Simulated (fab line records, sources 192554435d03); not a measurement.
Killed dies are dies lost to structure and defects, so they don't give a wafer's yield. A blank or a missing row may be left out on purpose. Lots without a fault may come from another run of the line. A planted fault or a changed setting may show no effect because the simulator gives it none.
Chamber matching | flow n5_finfet | N5_FIN_SAQP_MANDREL2_REMOVE_60 on rie_si-01: 4 sister chambers
The step chemistry HBr/Cl2/O2, target a-Si, stops on SiNx, bt time 10 s. 20 wafers are shown with their chamber, then 10 later ones without.

WAFERS WITH THEIR CHAMBER
wafer  | chamber | throttle_valve_pct (%) | drypump_motor_current_A (A) | oes_product_au (a.u.)
L077.1 | 2       | 36.8                   | 6.6                         | 1.021
L077.2 | 0       | 37.2                   | 5.9                         | 1.013
L077.5 | 0       | 37.2                   | 5.8                         | 1.009
L079.1 | 1       | 36.7                   | 6.0                         | 1.006
L079.4 | 2       | 36.8                   | 6.6                         | 1.023
L079.5 | 3       | 37.8                   | 5.7                         | 1.003
L081.2 | 3       | 37.8                   | 5.7                         | 1.004
L081.4 | 0       | 37.2                   | 5.8                         | 1.003
L081.6 | 1       | 36.7                   | 6.0                         | 1.019
L082.1 | 3       | 37.8                   | 5.7                         | 1.010
L082.2 | 0       | 37.2                   | 5.9                         | 1.016
L082.6 | 2       | 36.7                   | 6.5                         | 1.022
L086.1 | 0       | 37.2                   | 5.9                         | 1.016
L086.2 | 2       | 36.7                   | 6.6                         | 1.029
L086.5 | 1       | 36.7                   | 5.9                         | 1.023
L089.2 | 1       | 36.7                   | 5.9                         | 1.015
L089.5 | 1       | 36.7                   | 5.9                         | 1.020
L089.6 | 0       | 37.2                   | 5.8                         | 1.005
L093.3 | 2       | 36.7                   | 6.5                         | 1.033
L093.5 | 2       | 36.7                   | 6.6                         | 1.022

SIGNATURES (means of the wafers above)
reading                 | chamber 0 | chamber 1 | chamber 2 | chamber 3 | scatter within a chamber
throttle_valve_pct      | 37.200    | 36.700    | 36.733    | 37.800    | 0.0289
drypump_motor_current_A | 5.850     | 5.940     | 6.567     | 5.700     | 0.0502
oes_product_au          | 1.01033   | 1.01660   | 1.02500   | 1.00567   | 0.00545
Rule: a wafer's distance from a chamber is the root of the sum, over the readings, of the square of ((its reading less the chamber's mean) divided by the reading's scatter). The wafer belongs to the nearest chamber; if the next one is less than 2 further off, it can't be placed. The scatter: the root of (the sum of the squares of (reading less its chamber's mean) over the shown wafers, divided by (wafers less chambers)).

WAFERS WITHOUT THEIR CHAMBER
wafer  | throttle_valve_pct (%) | drypump_motor_current_A (A) | oes_product_au (a.u.)
L093.6 | 36.7                   | 5.9                         | 1.019
L095.3 | 36.7                   | 5.9                         | 1.006
L095.4 | 37.2                   | 5.9                         | 1.014
L095.5 | 36.7                   | 5.9                         | 1.020
L096.3 | 37.8                   | 5.7                         | 1.018
L096.5 | 37.8                   | 5.7                         | 1.006
L096.6 | 37.2                   | 5.9                         | 1.010
L097.1 | 36.7                   | 6.6                         | 1.015
L097.2 | 37.2                   | 5.9                         | 1.000
L097.6 | 36.8                   | 6.6                         | 1.015

WHICH CHAMBER EACH WENT THROUGH
wafer  | from the rows above | in truth
L093.6 | 1                   | 1
L095.3 | 1                   | 1
L095.4 | 0                   | 0
L095.5 | 1                   | 1
L096.3 | 3                   | 3
L096.5 | 3                   | 3
L096.6 | 0                   | 0
L097.1 | 2                   | 2
L097.2 | 0                   | 0
L097.6 | 2                   | 2
Placed correctly: 10 of 10. Can't be placed from these rows: 0. Placed wrongly: 0.
